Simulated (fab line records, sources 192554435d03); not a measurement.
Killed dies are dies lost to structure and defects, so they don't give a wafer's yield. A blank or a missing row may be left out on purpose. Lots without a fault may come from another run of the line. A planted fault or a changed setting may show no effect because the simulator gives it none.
Which tool did it? | flow n5_finfet | 12 lots, 36 wafers sampled, at 4 steps of a route of 1938

WHAT THE GAUGES READ, wafer by wafer
N5_BEOL_M5_CD_MEAS_35: target cd 28 nm, target cd y 24 nm.
lot  | measured     | on        | cd_nm (nm)
L075 | day 8 11:52  | cd_sem-03 | 27.4 28.2 27.7
L077 | day 8 21:18  | cd_sem-01 | 28.2 28.2 28.9
L079 | day 9 11:48  | cd_sem-03 | 27.7 27.6 28.0
L080 | day 9 20:38  | cd_sem-01 | 27.5 27.6 27.5
L082 | day 10 13:12 | cd_sem-02 | 27.9 28.3 28.1
L085 | day 10 18:36 | cd_sem-01 | 28.2 28.3 28.2
L086 | day 11 03:31 | cd_sem-03 | 27.5 27.8 28.1
L090 | day 11 22:37 | cd_sem-01 | 28.5 28.2 27.5
L091 | day 12 16:56 | cd_sem-03 | 28.9 28.7 28.2
L094 | day 12 23:17 | cd_sem-01 | 28.4 28.5 28.0
L095 | day 13 02:48 | cd_sem-03 | 27.9 28.1 28.2
L097 | day 14 07:57 | cd_sem-02 | 27.7 28.2 27.6

WHICH TOOL RAN EACH LOT (tool, then ch and the chambers of the sampled wafers, then the start)
lot  | N5_BEOL_M5_STRIP_19                | N5_BEOL_M5_DESCUM_33               | N5_BEOL_M5_ETCH_41
L075 | rie_diel-06 ch 0,1,3, day 8 08:49  | rie_diel-06 ch 0,1, day 8 11:17    | rie_diel-06 ch 0,1, day 8 11:52 or earlier
L077 | rie_diel-02 ch 0,2, day 8 18:17    | rie_diel-02 ch 0,1,2, day 8 20:44  | rie_diel-02 ch 0,1,2, day 8 21:18 or earlier
L079 | rie_diel-06 ch 0,1,3, day 9 07:38  | rie_diel-01 ch 0,1,2, day 9 11:14  | rie_diel-01 ch 0,1,2, day 9 11:48 or earlier
L080 | rie_diel-01 ch 0,2,3, day 9 19:32  | rie_diel-02 ch 0,1,2, day 9 20:04  | rie_diel-02 ch 0,1,3, day 9 20:38 or earlier
L082 | rie_diel-06 ch 0,1,3, day 10 10:37 | rie_diel-02 ch 1,3, day 10 12:37   | rie_diel-02 ch 1,3, day 10 13:12 or earlier
L085 | rie_diel-01 ch 1,2, day 10 17:31   | rie_diel-06 ch 0,1, day 10 18:01   | rie_diel-06 ch 0,1, day 10 18:36 or earlier
L086 | rie_diel-06 ch 1,2,3, day 11 01:55 | rie_diel-02 ch 1,2, day 11 02:56   | rie_diel-02 ch 1,2, day 11 03:31 or earlier
L090 | rie_diel-02 ch 0,2, day 11 21:07   | rie_diel-01 ch 0,1,2, day 11 22:02 | rie_diel-01 ch 0,1,2, day 11 22:37 or earlier
L091 | rie_diel-01 ch 0,1, day 12 14:40   | rie_diel-01 ch 1,2, day 12 16:21   | rie_diel-01 ch 1,2, day 12 16:56 or earlier
L094 | rie_diel-02 ch 1,2, day 12 22:02   | rie_diel-01 ch 2,3, day 12 22:43   | rie_diel-01 ch 2,3, day 12 23:17 or earlier
L095 | rie_diel-02 ch 0,2,3, day 12 23:28 | rie_diel-02 ch 0,1, day 13 02:14   | rie_diel-02 ch 0,1, day 13 02:48 or earlier
L097 | rie_diel-01 ch 0,1, day 14 02:44   | rie_diel-01 ch 0,2, day 14 07:22   | rie_diel-01 ch 0,2, day 14 07:57 or earlier
- N5_BEOL_M5_STRIP_19: strips in O2.
- N5_BEOL_M5_DESCUM_33: chemistry O2, time 7 s.
- N5_BEOL_M5_ETCH_41: etches SiCN in CH3F/O2, target depth 31.5 nm, time 56.7 s.

THE ANSWER, worked out from the rows above alone
Rule: what is usual is taken from the lots themselves. Put in order of their means at a reading, lots are off if they are a third of the lots or fewer, leave a main group of 4 or more, and stand apart from it by a gap of 3 or more times the standard deviation of the main group's means; of several such gaps the widest counts. A main group whose means are all the same, to the digits that the tables above print for the reading, isn't used. A lot without any number at a reading at which 4 lots or more have one is off too. The other lots that the step has rows for count as sound.
No lot is off at any reading shown: from this, nothing can be told.

WHAT THE SIMULATOR HAD PUT IN
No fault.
